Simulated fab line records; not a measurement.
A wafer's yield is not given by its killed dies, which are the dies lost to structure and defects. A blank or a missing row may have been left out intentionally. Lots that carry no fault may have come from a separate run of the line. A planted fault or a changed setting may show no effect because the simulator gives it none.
Matching of chambers || flow nand_harc || NHARC_A_CHANNEL_HOLE_D2_DESCUM_15 on rie_diel-04: 4 sister chambers
The step chemistry O2, time 3 s. 20 wafers are shown with their chamber, then 10 later ones without.

== WAFERS PAIRED WITH THEIR CHAMBERS ==
{"wafer": "L077.1", "chamber": 1, "showerhead_plenum_p_Torr (Torr)": 2.02, "drypump_motor_current_A (A)": 5.7, "throttle_valve_pct (%)": 11.319}
{"wafer": "L077.4", "chamber": 0, "showerhead_plenum_p_Torr (Torr)": 2.00, "drypump_motor_current_A (A)": 6.5, "throttle_valve_pct (%)": 11.323}
{"wafer": "L077.6", "chamber": 0, "showerhead_plenum_p_Torr (Torr)": 2.00, "drypump_motor_current_A (A)": 6.5, "throttle_valve_pct (%)": 11.310}
{"wafer": "L079.1", "chamber": 2, "showerhead_plenum_p_Torr (Torr)": 1.91, "drypump_motor_current_A (A)": 5.5, "throttle_valve_pct (%)": 11.311}
{"wafer": "L079.2", "chamber": 1, "showerhead_plenum_p_Torr (Torr)": 2.02, "drypump_motor_current_A (A)": 5.7, "throttle_valve_pct (%)": 11.301}
{"wafer": "L079.5", "chamber": 1, "showerhead_plenum_p_Torr (Torr)": 2.02, "drypump_motor_current_A (A)": 5.7, "throttle_valve_pct (%)": 11.326}
{"wafer": "L081.3", "chamber": 0, "showerhead_plenum_p_Torr (Torr)": 2.00, "drypump_motor_current_A (A)": 6.5, "throttle_valve_pct (%)": 11.305}
{"wafer": "L081.4", "chamber": 2, "showerhead_plenum_p_Torr (Torr)": 1.91, "drypump_motor_current_A (A)": 5.5, "throttle_valve_pct (%)": 11.323}
{"wafer": "L081.6", "chamber": 2, "showerhead_plenum_p_Torr (Torr)": 1.91, "drypump_motor_current_A (A)": 5.4, "throttle_valve_pct (%)": 11.308}
{"wafer": "L083.3", "chamber": 1, "showerhead_plenum_p_Torr (Torr)": 2.02, "drypump_motor_current_A (A)": 5.7, "throttle_valve_pct (%)": 11.315}
{"wafer": "L083.4", "chamber": 3, "showerhead_plenum_p_Torr (Torr)": 2.02, "drypump_motor_current_A (A)": 5.8, "throttle_valve_pct (%)": 11.301}
{"wafer": "L083.6", "chamber": 1, "showerhead_plenum_p_Torr (Torr)": 2.02, "drypump_motor_current_A (A)": 5.7, "throttle_valve_pct (%)": 11.318}
{"wafer": "L083.1", "chamber": 0, "showerhead_plenum_p_Torr (Torr)": 2.00, "drypump_motor_current_A (A)": 6.5, "throttle_valve_pct (%)": 11.310}
{"wafer": "L083.2", "chamber": 2, "showerhead_plenum_p_Torr (Torr)": 1.91, "drypump_motor_current_A (A)": 5.5, "throttle_valve_pct (%)": 11.298}
{"wafer": "L083.5", "chamber": 2, "showerhead_plenum_p_Torr (Torr)": 1.91, "drypump_motor_current_A (A)": 5.5, "throttle_valve_pct (%)": 11.293}
{"wafer": "L086.3", "chamber": 3, "showerhead_plenum_p_Torr (Torr)": 2.02, "drypump_motor_current_A (A)": 5.8, "throttle_valve_pct (%)": 11.297}
{"wafer": "L086.5", "chamber": 1, "showerhead_plenum_p_Torr (Torr)": 2.02, "drypump_motor_current_A (A)": 5.7, "throttle_valve_pct (%)": 11.328}
{"wafer": "L086.6", "chamber": 0, "showerhead_plenum_p_Torr (Torr)": 2.00, "drypump_motor_current_A (A)": 6.5, "throttle_valve_pct (%)": 11.300}
{"wafer": "L090.3", "chamber": 0, "showerhead_plenum_p_Torr (Torr)": 2.00, "drypump_motor_current_A (A)": 6.5, "throttle_valve_pct (%)": 11.313}
{"wafer": "L090.5", "chamber": 2, "showerhead_plenum_p_Torr (Torr)": 1.90, "drypump_motor_current_A (A)": 5.5, "throttle_valve_pct (%)": 11.300}

SIGNATURES (means of the wafers above)
{"reading": "showerhead_plenum_p_Torr", "chamber 0": 2.0000, "chamber 1": 2.0200, "chamber 2": 1.9083, "chamber 3": 2.0200, "scatter within a chamber": 0.00228}
{"reading": "drypump_motor_current_A", "chamber 0": 6.500, "chamber 1": 5.700, "chamber 2": 5.483, "chamber 3": 5.800, "scatter within a chamber": 0.0228}
{"reading": "throttle_valve_pct", "chamber 0": 11.31017, "chamber 1": 11.31783, "chamber 2": 11.30550, "chamber 3": 11.29900, "scatter within a chamber": 0.00922}
Rule: distance of a wafer from a chamber = root of the sum over the readings of ((wafer's reading minus chamber's mean) / reading's scatter) squared. If the next closest chamber is less than 2 further off than the closest, the wafer can't be placed; otherwise it belongs to the closest. The scatter is the square root of a quotient: the sum, over the shown wafers, of each reading's squared deviation from its chamber's mean, divided by wafers minus chambers.

== WAFERS MISSING THEIR CHAMBER ==
{"wafer": "L090.6", "showerhead_plenum_p_Torr (Torr)": 2.02, "drypump_motor_current_A (A)": 5.8, "throttle_valve_pct (%)": 11.320}
{"wafer": "L093.1", "showerhead_plenum_p_Torr (Torr)": 2.02, "drypump_motor_current_A (A)": 5.8, "throttle_valve_pct (%)": 11.311}
{"wafer": "L093.2", "showerhead_plenum_p_Torr (Torr)": 2.00, "drypump_motor_current_A (A)": 6.5, "throttle_valve_pct (%)": 11.317}
{"wafer": "L093.3", "showerhead_plenum_p_Torr (Torr)": 1.90, "drypump_motor_current_A (A)": 5.5, "throttle_valve_pct (%)": 11.325}
{"wafer": "L094.4", "showerhead_plenum_p_Torr (Torr)": 2.02, "drypump_motor_current_A (A)": 5.7, "throttle_valve_pct (%)": 11.301}
{"wafer": "L094.5", "showerhead_plenum_p_Torr (Torr)": 1.90, "drypump_motor_current_A (A)": 5.5, "throttle_valve_pct (%)": 11.322}
{"wafer": "L094.6", "showerhead_plenum_p_Torr (Torr)": 2.02, "drypump_motor_current_A (A)": 5.7, "throttle_valve_pct (%)": 11.307}
{"wafer": "L096.3", "showerhead_plenum_p_Torr (Torr)": 2.02, "drypump_motor_current_A (A)": 5.7, "throttle_valve_pct (%)": 11.293}
{"wafer": "L096.4", "showerhead_plenum_p_Torr (Torr)": 2.02, "drypump_motor_current_A (A)": 5.7, "throttle_valve_pct (%)": 11.314}
{"wafer": "L096.5", "showerhead_plenum_p_Torr (Torr)": 2.02, "drypump_motor_current_A (A)": 5.7, "throttle_valve_pct (%)": 11.317}

== EACH ONE'S CHAMBER ==
{"wafer": "L090.6", "from the rows above": 3, "in truth": 3}
{"wafer": "L093.1", "from the rows above": 3, "in truth": 3}
{"wafer": "L093.2", "from the rows above": 0, "in truth": 0}
{"wafer": "L093.3", "from the rows above": 2, "in truth": 2}
{"wafer": "L094.4", "from the rows above": 1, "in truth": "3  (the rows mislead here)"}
{"wafer": "L094.5", "from the rows above": 2, "in truth": 2}
{"wafer": "L094.6", "from the rows above": 1, "in truth": 1}
{"wafer": "L096.3", "from the rows above": "can't be placed: 1 or 3", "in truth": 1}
{"wafer": "L096.4", "from the rows above": 1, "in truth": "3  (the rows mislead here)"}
{"wafer": "L096.5", "from the rows above": 1, "in truth": 1}
Correct placement for 7 of the 10. Not placeable from these rows: 1 (in 1, the candidates include the true chamber). Number placed wrongly: 2.
